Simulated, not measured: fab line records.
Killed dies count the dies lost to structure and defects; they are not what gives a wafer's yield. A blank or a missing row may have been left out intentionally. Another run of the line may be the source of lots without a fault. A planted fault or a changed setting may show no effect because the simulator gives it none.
A struck lot beside a sound one | flow n5Finfet | 35 out of 1938 route steps
Sound: wafers L606.2, L606.3, L606.4. Struck: wafers L607.2, L607.3 (left out: L607.5, a lot-mate that was not struck); the cause follows at the end.
For every step that has rows: the tool of each side, followed by ch and its chambers, followed by its first start. Under that, the readings that differ: sound wafers | struck wafers | difference of the means | sigmas: that difference in standard deviations of wafers without a fault.
alike: words and numbers the same on both sides, and readings whose means are apart by under 2 such deviations; not compared: readings that were withheld, readings missing a value for some wafer, numbers with overlapping values and no deviation given by the record, and bounds like >300 which may hide the same value.
The two part at a step that has a row with sigmas, a row that says differs or no value, or rows on one side only. Numbers that don't overlap but have no deviation are shown without sigmas and don't part them. A reading that every wafer of one side lacks parts them only if that side has two wafers or more.

first, 8 steps without rows for these wafers: N5_BEOL_M6_SPUTTER_48 (material Cu, target thk 10 nm, time 1.667 s); N5_BEOL_M6_ECD_50 (material Cu, target thk 300 nm); N5_BEOL_M6_ANNEAL_51 (time 90 s); N5_BEOL_M6_CMP_52 (polishes, stops on SiCOH lowk, t overpolish 6.9 s, target thk 80 nm); N5_BEOL_M6_PRE_CLEAN_55 (time 15 s); N5_BEOL_M6_DEP_56 (deposits SiCN from 3MS/NH3, target thk 10 nm, time 17.5 s); N5_BEOL_M7_ILD_DEP_00 (deposits SiCOH lowk from DEMS/porogen, target thk 179.75 nm, time 33.4 s); N5_BEOL_M7_CURE_74 (cures SiCOH lowk, time 240 s).
N5_BEOL_M7_PECVD_70: deposits SiO2 from TEOS/O2, target thk 20 nm, time 22.7 s.
  sound on pecvd-04 ch 0,1, day 10 07:01; struck on pecvd-04 ch 0,1, day 10 08:29
reading                                   | sound          | struck  | difference | sigmas
model.SiO2_of_BEOL_M7_PECVD_70.thkNm (nm) | 19.6 19.6 19.6 | 19 19.2 | +0         | 
  alike: chamberPressureTorr, heaterPowerW, showerheadPlenumPTorr, throttleValvePct
then, 25 steps without rows for these wafers: N5_BEOL_M7_HM_DEP_02 (deposits TiN, target thk 20 nm); N5_BEOL_M7_COAT_59 (time 60 s, resist thk 100 nm); N5_BEOL_M7_COAT_60 (time 60 s, resist thk 35 nm); N5_BEOL_M7_COAT_05 (resist thk 90 nm); N5_BEOL_M7_EBR_07; N5_BEOL_M7_SOFTBAKE_06 (time 60 s); N5_BEOL_M7_EXPOSE_08 (exposes mask M7); N5_BEOL_M7_PEB_09 (peb time 60 s); N5_BEOL_M7_DEVELOP_10 (develop time 30 s); N5_BEOL_M7_DESCUM_16 (chemistry O2, time 7.9 s); N5_BEOL_M7_ETCH_61 (etches SiARC in CF4, target depth 45.5 nm, time 75.8 s); N5_BEOL_M7_ETCH_62 (etches SOC in N2/H2, target depth 110 nm, overetch 22 nm, time 165 s); N5_BEOL_M7_STRIP_68 (strips in N2/H2); N5_BEOL_M7_STRIP_67 (strips in CF4); N5_BEOL_M7_HM_OPEN_17 (chemistry Cl2/BCl3, target TiN, target depth 20 nm, overetch 6 nm); N5_BEOL_M7_STRIP_19 (strips in O2); N5_BEOL_M7_COAT_63 (time 60 s, resist thk 60 nm); N5_BEOL_M7_COAT_64 (time 60 s, resist thk 12 nm); N5_BEOL_M7_COAT_71 (time 60 s, resist thk 5 nm); N5_BEOL_M7_COAT_22 (resist thk 30 nm); N5_BEOL_M7_EBR_24; N5_BEOL_M7_SOFTBAKE_23 (time 60 s); N5_BEOL_M7_EXPOSE_25 (exposes mask V6, target cd 40 nm); N5_BEOL_M7_PEB_26 (peb time 60 s); N5_BEOL_M7_DEVELOP_27 (develop time 30 s).
N5_BEOL_M7_HM_STRIP_39: strips TiN in peroxide tin strip, target depth 25 nm, time 158 s.
  sound on wetBench-04 ch 2,3,7, day 10 09:40; struck on wetBench-03 ch 0,6, day 10 10:43
reading                                   | sound          | struck  | difference | sigmas
model.SiO2_of_BEOL_M7_PECVD_70.thkNm (nm) | 19.6 19.4 19.4 | 18.8 19 | -0.6       | 

## WHERE THEY PART
Nowhere in this record.

WHY: the cause the simulator had injected
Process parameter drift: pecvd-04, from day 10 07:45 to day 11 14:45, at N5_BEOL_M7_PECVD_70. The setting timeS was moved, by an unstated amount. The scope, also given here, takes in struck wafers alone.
